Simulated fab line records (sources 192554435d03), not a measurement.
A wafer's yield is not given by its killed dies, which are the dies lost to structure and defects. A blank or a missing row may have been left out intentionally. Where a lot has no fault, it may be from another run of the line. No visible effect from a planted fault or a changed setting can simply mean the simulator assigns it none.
fab line records    flow n5_finfet
[record] lots = 5  wafers = 15  last_day = 16
route steps=1938 shown TV_LITHO@1875 TV_OPEN@1887
lots that met no fault: taken from a fault-free run of the same line
start_h: hours from the record's opening day to when the first of the lot's shown wafers began    wait_h: hours from the lot's prior step to this one    " same as the row above    L1.1+2: one row covering several wafers at once    - value missing, or start not given    * or withheld: withheld    < > ~ a bound
route shown NAME@n: a module of which the file shows steps, and the number in the route of the first    usual: average and standard deviation across the fault-free wafers    same: alike in all rows    chamber/n: place in a boat    sites: the reading at each site    _std_site: standard deviation across them    _edge_site: mean of outer sites minus mean of inner sites    radius_mm: how far each site lies from the wafer's centre    mask NAME#n: copy n    behind: the tool/chamber that last shaped the wafer    hold: the reason the lot was held/the length of the hold in hours/how it ended    device: which transistor (n, p or np) failed to switch    end of line: the tests these same wafers got at the end of their route    a step given without rows: its recipe and nothing more    killed: dies that structure and defects cost at the first sort, which is not the same as the wafer's yield    map: shows each die of a wafer: x if killed, . if not, _ if none is there
set.NAME: setting as actually run; set.NAME@STEP: the setting as run at that earlier step    model.NAME: the simulator's own value behind a step, which no gauge read
certain route steps with their lots: each step a table, each wafer a row
services: a tool's chamber out of use, with start hour (start_h, from the record's first day; less than 0 if before it), hours out, and reason
[[steps]]
[step N5_PASSIVATION_HMDS_03]
[recipe] time_s = 60  temp_c = 120
[step N5_PASSIVATION_COAT_04]
[recipe] spin_rpm = *  resist_thk_nm = *
[step N5_PASSIVATION_EBR_06]
[recipe] solvent = PGMEA  ebr_width_mm = 1.5
[step N5_PASSIVATION_SOFTBAKE_05]
[recipe] temp_c = 100  time_s = 90
[step N5_PASSIVATION_EXPOSE_07]
[recipe] mask_id = TV  na = 0.55  source_shape = conventional  sigma_outer = 0.8  polarization = unpolarized  defocus_nm = 0  target_cd_nm = 3000  dose_mj = 22.75
[step N5_PASSIVATION_PEB_08]
[recipe] peb_temp_c = withheld  peb_time_s = *
[step N5_PASSIVATION_DEVELOP_09]
[recipe] develop_time_s = 60  rinse_liquid = diw  dry = air_spin  dev_temp_c = 21
[step N5_PASSIVATION_HARDBAKE_11]
[recipe] temp_c = 130  time_s = 120
[step N5_PASSIVATION_CD_MEAS_10]
[recipe] target_cd_nm = 3000  landing_energy_ev = 500  detector = se_inlens
[usual] cd_nm = 2999.6/2.2
lot.wafer  tool       chamber  start_h  wait_h  cd_nm
L268.2     cd_sem-03  0        304.89   -       2999.5
L268.4     "          0        "        "       2999.4
L268.6     "          0        "        "       2999.6
L271.1     cd_sem-02  0        310.00   -       2997.3
L271.4     "          0        "        "       2999.7
L271.6     "          0        "        "       3003.2
L275.2     cd_sem-03  0        337.04   -       2999.4
L275.5     "          0        "        "       2999.9
L275.6     "          0        "        "       3000.2
L276.1     cd_sem-02  0        343.26   -       3001.5
L276.4     "          0        "        "       3001.7
L276.6     "          0        "        "       3000.8
L281.3     cd_sem-02  0        383.54   -       2999.5
L281.5     "          0        "        "       3001.8
L281.6     "          0        "        "       3000.1
[step N5_PASSIVATION_OVL_MEAS_60]
[recipe] points_per_wafer = 44
[usual] TV_OVL = -4/4.3
lot.wafer  tool        chamber  start_h  wait_h  TV_OVL[nm]
L268.2     overlay-02  0        304.92   0.0     3
L268.4     "           0        "        "       -3
L268.6     "           0        "        "       -5
L271.1     overlay-02  0        310.03   0.0     -5
L271.4     "           0        "        "       -9
L271.6     "           0        "        "       -4
L275.2     overlay-02  0        337.07   0.0     -6
L275.5     "           0        "        "       -8
L275.6     "           0        "        "       -10
L276.1     overlay-01  0        343.29   0.0     -4
L276.4     "           0        "        "       -9
L276.6     "           0        "        "       -3
L281.3     overlay-01  0        383.57   0.0     4
L281.5     "           0        "        "       -3
L281.6     "           0        "        "       -2
[step N5_PASSIVATION_INSPECT_61]
[recipe] mode = adi  inspect_instrument = macro
[usual] raw_defect_count = 2.2/1.5
lot.wafer  tool               chamber  start_h  wait_h  raw_defect_count
L268.2     defect_inspect-02  -        304.94   0.0     4
L268.4     "                  -        "        "       1
L268.6     "                  -        "        "       3
L271.1     defect_inspect-02  -        310.05   0.0     2
L271.4     "                  -        "        "       5
L271.6     "                  -        "        "       2
L275.2     defect_inspect-02  -        337.09   0.0     2
L275.5     "                  -        "        "       2
L275.6     "                  -        "        "       7
L276.1     defect_inspect-02  -        343.32   0.0     1
L276.4     "                  -        "        "       1
L276.6     "                  -        "        "       1
L281.3     defect_inspect-01  -        383.59   0.0     0
L281.5     "                  -        "        "       3
L281.6     "                  -        "        "       3
[step N5_PASSIVATION_DESCUM_12]
[recipe] chemistry = O2  time_s = 7.9  source_power_w = 50  bias_power_w = 20  pressure_mtorr = 20  rf_frequency_hz = 2.712e+07  temp_c = 40  o2_flow_sccm = 225
[usual] drypump_motor_current_A = 5.9/0.51  oes_product_au = 0.76/0.092  rf_vpp_V = 243.3/1.5  showerhead_plenum_p_Torr = 2.10/0.08  throttle_valve_pct = 20.43/0.2
lot.wafer  tool         chamber  start_h  wait_h  drypump_motor_current_A  oes_product_au  rf_hours_counter_h  rf_vpp_V  showerhead_plenum_p_Torr  throttle_valve_pct
L268.2     rie_diel-03  0        305.27   0.3     5.9                      0.93            16                  246.1     2.21                      20.09
L268.4     "            3        "        "       5.3                      0.70            212                 243.3     1.99                      20.67
L268.6     "            1        "        "       6.5                      0.69            -                   243.5     2.09                      20.80
L271.1     rie_diel-02  0        310.40   0.3     5.1                      0.77            140                 245.1     2.19                      20.41
L271.4     "            1        "        "       6.2                      0.72            186                 240.9     1.99                      20.32
L271.6     "            1        "        "       6.2                      0.72            -                   241.6     1.99                      20.32
L275.2     rie_diel-03  3        337.13   0.0     5.3                      0.69            223                 241.6     1.98                      20.70
L275.5     "            3        "        "       5.3                      0.70            -                   241.6     1.98                      20.71
L275.6     "            0        "        "       5.9                      0.89            -                   247.1     2.21                      20.11
L276.1     rie_diel-02  2        343.35   0.0     6.1                      0.69            212                 242.5     2.06                      20.31
L276.4     "            0        "        "       5.1                      0.76            147                 244.5     2.19                      20.42
L276.6     "            3        "        "       6.7                      0.88            -                   242.3     2.15                      20.49
L281.3     rie_diel-02  2        383.81   0.2     6.1                      0.69            225                 242.2     2.06                      20.33
L281.5     "            0        "        "       5.1                      0.75            -                   243.1     2.19                      20.41
L281.6     "            3        "        "       6.6                      0.86            -                   243.6     2.15                      20.50
[step N5_PASSIVATION_PASS_ETCH_74]
[recipe] chemistry = CF4/O2  target = SiNx  target_depth_a = 2200  time_s = 110  ion_energy_ev = 100  pressure_mtorr = 40  source_w = 535  bias_w = 49  Ar_flow_sccm = 100  cf4_flow_sccm = 100  O2_flow_sccm = 10
[usual] O2_flow_sccm = 10.00/0.031  drypump_motor_current_A = 5.9/0.51  oes_f_703_au = 0.76/0.082  oes_product_au = 0.76/0.091  rf_fwd_power_W = 532.7/1.7  rf_vpp_V = 242/3  showerhead_plenum_p_Torr = 2.21/0.08  throttle_valve_pct = 16.01/0.17
lot.wafer  tool         chamber  start_h  wait_h  O2_flow_sccm  drypump_motor_current_A  oes_f_703_au  oes_product_au  rf_fwd_power_W  rf_hours_counter_h  rf_vpp_V  showerhead_plenum_p_Torr  throttle_valve_pct  model.etch.depth_nm  model.coat_of_PASSIVATION_COAT_04.thk_nm  model.TV_OPEN.cd_offset_nm
L268.2     rie_diel-03  0        305.34   0.0     10.00         5.9                      0.91          0.93            534.0           16                  247       2.34                      15.75               224.4                *                                         0.4
L268.4     "            3        "        "       10.05         5.3                      0.71          0.70            533.8           212                 240       2.09                      16.19               216.9                *                                         0
L268.6     "            1        "        "       10.04         6.5                      0.70          0.69            535.3           -                   240       2.17                      16.16               221.2                *                                         0.2
L271.1     rie_diel-02  0        310.46   0.0     9.97          5.1                      0.75          0.76            531.6           140                 244       2.30                      15.97               216.5                *                                         0.6
L271.4     "            1        "        "       10.02         6.1                      0.73          0.72            532.3           186                 241       2.11                      16.00               214.5                *                                         0.2
L271.6     "            1        "        "       10.02         6.2                      0.73          0.72            532.9           -                   240       2.11                      15.99               213.4                *                                         0.2
L275.2     rie_diel-03  3        337.19   0.0     9.97          5.3                      0.71          0.69            533.1           223                 239       2.09                      16.21               215.4                *                                         0
L275.5     "            3        "        "       10.02         5.3                      0.70          0.69            532.7           -                   240       2.09                      16.21               214                  *                                         -0.2
L275.6     "            0        "        "       9.96          5.9                      0.89          0.89            531.3           -                   245       2.34                      15.77               221.8                *                                         0.4
L276.1     rie_diel-02  2        343.42   0.0     9.95          6.2                      0.69          0.69            535.0           212                 240       2.19                      16.03               213.4                *                                         0.2
L276.4     "            0        "        "       9.98          5.1                      0.74          0.76            533.0           147                 245       2.30                      16.00               217                  *                                         0.4
L276.6     "            3        "        "       10.02         6.6                      0.86          0.87            531.6           -                   243       2.25                      15.84               220.8                *                                         -0.2
L281.3     rie_diel-02  2        383.87   0.0     9.98          6.1                      0.50          0.60            406.7           225                 278       2.18                      16.03               169.4                *                                         2.8
L281.5     "            0        "        "       9.94          5.1                      0.73          0.74            533.3           -                   245       2.29                      16.02               214.5                *                                         0.6
L281.6     "            3        "        "       9.97          6.6                      0.84          0.86            530.0           -                   245       2.24                      15.88               220                  *                                         0
[step N5_PASSIVATION_VIA_ETCH_13]
[recipe] chemistry = CHF3/O2  target = SiO2  target_depth_a = 6600  CHF3_flow_sccm = 50  O2_flow_sccm = 5  Ar_flow_sccm = 200  time_s = 330  mask_material = PR  pressure_mtorr = 30  source_w = 650  bias_w = 170  ion_energy_ev = 200  ends = cleared
[usual] O2_flow_sccm = 4.998/0.013  drypump_motor_current_A = 5.9/0.51  etch_rf_on_time_s = 237/5.1  oes_f_703_au = 0.76/0.081  oes_product_au = 0.69/0.082  rf_fwd_power_W = 647.8/2.1  rf_vpp_V = 526/6.4  showerhead_plenum_p_Torr = 2.42/0.091  throttle_valve_pct = 18.89/0.16
lot.wafer  tool         chamber  start_h  wait_h  O2_flow_sccm  drypump_motor_current_A  etch_rf_on_time_s  oes_f_703_au  oes_product_au  rf_fwd_power_W  rf_hours_counter_h  rf_vpp_V  showerhead_plenum_p_Torr  throttle_valve_pct  model.coat_of_PASSIVATION_COAT_04.thk_nm
L268.2     rie_diel-03  0        305.43   0.0     4.987         5.9                      228                0.90          0.83            645.5           16                  533       2.57                      18.73               *
L268.4     "            3        "        "       5.009         5.3                      241                0.71          0.63            648.7           212                 521       2.29                      19.12               *
L268.6     "            1        "        "       4.984         6.4                      238                0.70          0.62            650.8           -                   521       2.37                      19.01               *
L271.1     rie_diel-02  0        310.55   0.0     5.000         5.1                      239                0.75          0.69            648.1           140                 531       2.52                      18.87               *
L271.4     "            1        "        "       4.999         6.2                      243                0.73          0.65            649.1           187                 520       2.30                      18.84               *
L271.6     "            1        "        "       5.006         6.2                      244                0.73          0.65            645.1           -                   521       2.30                      18.84               *
L275.2     rie_diel-03  3        337.28   0.0     5.031         5.3                      238                0.70          0.62            649.7           223                 521       2.29                      19.15               *
L275.5     "            3        "        "       5.001         5.3                      247                0.70          0.61            649.9           -                   520       2.29                      19.15               *
L275.6     "            0        "        "       4.984         5.9                      235                0.88          0.80            648.9           -                   534       2.57                      18.75               *
L276.1     rie_diel-02  2        343.51   0.0     4.992         6.1                      246                0.70          0.62            650.3           213                 522       2.37                      18.78               *
L276.4     "            0        "        "       5.005         5.1                      244                0.74          0.69            646.6           147                 533       2.51                      18.87               *
L276.6     "            3        "        "       5.002         6.6                      237                0.86          0.79            644.3           -                   531       2.46                      18.81               *
L281.3     rie_diel-02  2        383.97   0.0     4.981         6.1                      243                0.69          0.62            648.7           225                 522       2.37                      18.80               *
L281.5     "            0        "        "       5.007         5.1                      238                0.73          0.68            644.2           -                   532       2.51                      18.92               *
L281.6     "            3        "        "       5.011         6.6                      233                0.85          0.78            646.4           -                   532       2.45                      18.82               *
[step N5_PASSIVATION_STRIP_14]
[recipe] chemistry = O2  power_w = 600  temp_c = 60  pressure_mtorr = 30  rf_frequency_hz = 6e+07  bias_power_w = 0  overash_fraction = 0.5  o2_flow_sccm = 225
[usual] drypump_motor_current_A = 5.9/0.51  oes_product_au = 0.76/0.092  rf_vpp_V = 3.7/0.96  showerhead_plenum_p_Torr = 2.11/0.08  throttle_valve_pct = 16.69/0.2
lot.wafer  tool         chamber  start_h  wait_h  drypump_motor_current_A  oes_product_au  rf_hours_counter_h  rf_vpp_V  showerhead_plenum_p_Torr  throttle_valve_pct
L268.2     rie_diel-03  0        305.62   0.1     5.9                      0.92            16                  3.9       2.22                      16.37
L268.4     "            3        "        "       5.3                      0.71            212                 4.8       1.99                      16.95
L268.6     "            1        "        "       6.4                      0.69            -                   2.9       2.10                      17.05
L271.1     rie_diel-02  0        310.75   0.1     5.1                      0.77            140                 3.0       2.20                      16.64
L271.4     "            1        "        "       6.2                      0.72            187                 3.7       1.99                      16.61
L271.6     "            1        "        "       6.2                      0.71            -                   4.2       1.99                      16.62
L275.2     rie_diel-03  3        337.48   0.1     5.3                      0.69            223                 4.4       1.99                      16.95
L275.5     "            3        "        "       5.3                      0.67            -                   2.6       1.99                      16.94
L275.6     "            0        "        "       5.9                      0.90            -                   2.5       2.21                      16.37
L276.1     rie_diel-02  2        343.70   0.1     6.1                      0.68            213                 4.6       2.06                      16.63
L276.4     "            0        "        "       5.1                      0.75            147                 4.3       2.19                      16.70
L276.6     "            3        "        "       6.6                      0.87            -                   3.3       2.16                      16.63
L281.3     rie_diel-02  2        384.16   0.1     6.1                      0.69            225                 2.4       2.06                      16.65
L281.5     "            0        "        "       5.1                      0.75            -                   2.2       2.19                      16.70
L281.6     "            3        "        "       6.6                      0.88            -                   4.2       2.15                      16.63
[step N5_PASSIVATION_ETCH_15]
[recipe] chemistry = CF4/N2  target = SiCN  target_depth_a = 750  taper_deg = 2  time_s = 81.2  ion_energy_ev = 150  mask_material = SiNx  pressure_mtorr = 40  source_w = 430  bias_w = 70  Ar_flow_sccm = 100  cf4_flow_sccm = 60  n2_flow_sccm = 60
[usual] drypump_motor_current_A = 5.9/0.5  oes_product_au = 0.76/0.09  rf_fwd_power_W = 428.0/1.5  rf_vpp_V = 382.5/2.1  showerhead_plenum_p_Torr = 2.21/0.08  throttle_valve_pct = 15.45/0.17
lot.wafer  tool         chamber  start_h  wait_h  drypump_motor_current_A  oes_product_au  rf_fwd_power_W  rf_hours_counter_h  rf_vpp_V  showerhead_plenum_p_Torr  throttle_valve_pct  model.TV_OPEN.cd_offset_nm
L268.2     rie_diel-03  0        -        -       5.9                      0.93            428.0           16                  385.2     2.34                      15.20               2.4
L268.4     "            3        "        "       5.3                      0.71            427.3           212                 379.4     2.09                      15.64               2.2
L268.6     "            1        "        "       6.5                      0.69            427.6           -                   381.8     2.17                      15.59               2.2
L271.1     rie_diel-02  0        -        -       5.1                      0.77            428.6           140                 383.5     2.30                      15.41               2.6
L271.4     "            1        "        "       6.1                      0.72            426.7           187                 378.4     2.11                      15.45               2.2
L271.6     "            1        "        "       6.1                      0.72            426.6           -                   380.5     2.11                      15.45               2.2
L275.2     rie_diel-03  3        -        -       5.3                      0.69            429.8           223                 380.5     2.08                      15.65               2
L275.5     "            3        "        "       5.3                      0.69            429.5           -                   379.6     2.08                      15.65               1.8
L275.6     "            0        "        "       5.9                      0.89            429.4           -                   384.5     2.34                      15.22               2.8
L276.1     rie_diel-02  2        -        -       6.1                      0.69            428.8           213                 381.8     2.19                      15.48               2.6
L276.4     "            0        "        "       5.1                      0.76            429.8           147                 382.9     2.30                      15.44               2
L276.6     "            3        "        "       6.6                      0.86            427.8           -                   383.3     2.25                      15.30               1
L281.3     rie_diel-02  2        -        -       6.2                      0.68            429.3           225                 381.0     2.18                      15.50               4.8
L281.5     "            0        "        "       5.1                      0.74            428.8           -                   384.2     2.29                      15.45               2.2
L281.6     "            3        "        "       6.6                      0.85            427.3           -                   383.3     2.24                      15.31               1.6
[step N5_PASSIVATION_STRIP_73]
[recipe] chemistry = post_etch_residue_remover  time_s = 60  temp_c = 25  remover_ph = withheld  remover_water_wt_pct = withheld  remover_fluoride_wt_pct = withheld
[[services]]
tool         chamber  start_h  hours  kind
rie_diel-02  1        327.06   13.8   repair
rie_diel-03  2        333.27   7.1    repair
rie_diel-03  3        347.79   18.3   repair
rie_diel-03  2        366.13   -      clean
rie_diel-03  2        366.13   -      consumable_replace:esc
rie_diel-03  2        366.13   -      consumable_replace:focus_ring
rie_diel-03  2        366.13   23.7   scheduled_down
rie_diel-03  2        366.13   23.7   vent_cycle
[[key]]
[first_sign] step = N5_PASSIVATION_PASS_ETCH_74  reading = rf_fwd_power_W  direction = down  sigmas = 76  usual = *  struck = *
[effect] step = N5_PASSIVATION_PASS_ETCH_74  reading = rf_vpp_V  direction = up  sigmas = 12  usual = 242  struck = 278
[model_effect] step = N5_PASSIVATION_PASS_ETCH_74  value = etch.depth_nm  without = 215.1  struck = 169.4
[model_effect] step = N5_PASSIVATION_VIA_ETCH_13  value = coat_of_PASSIVATION_COAT_04.thk_nm  without = *  struck = *
[model_effect] step = N5_PASSIVATION_ETCH_15  value = TV_OPEN.cd_offset_nm  without = 2.6  struck = 4.8
met_at N5_PASSIVATION_PASS_ETCH_74
struck_wafers L281.3
onset_between 343.42 383.87
[fault] kind = process_parameter_drift  tool = rie_diel-02  chamber = 2  onset_h = 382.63  steps = N5_PASSIVATION_PASS_ETCH_74  channel = source_w  offset = -128.4  shape = step  end_h = 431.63  acts_in = these_recipes_only  stated = 535
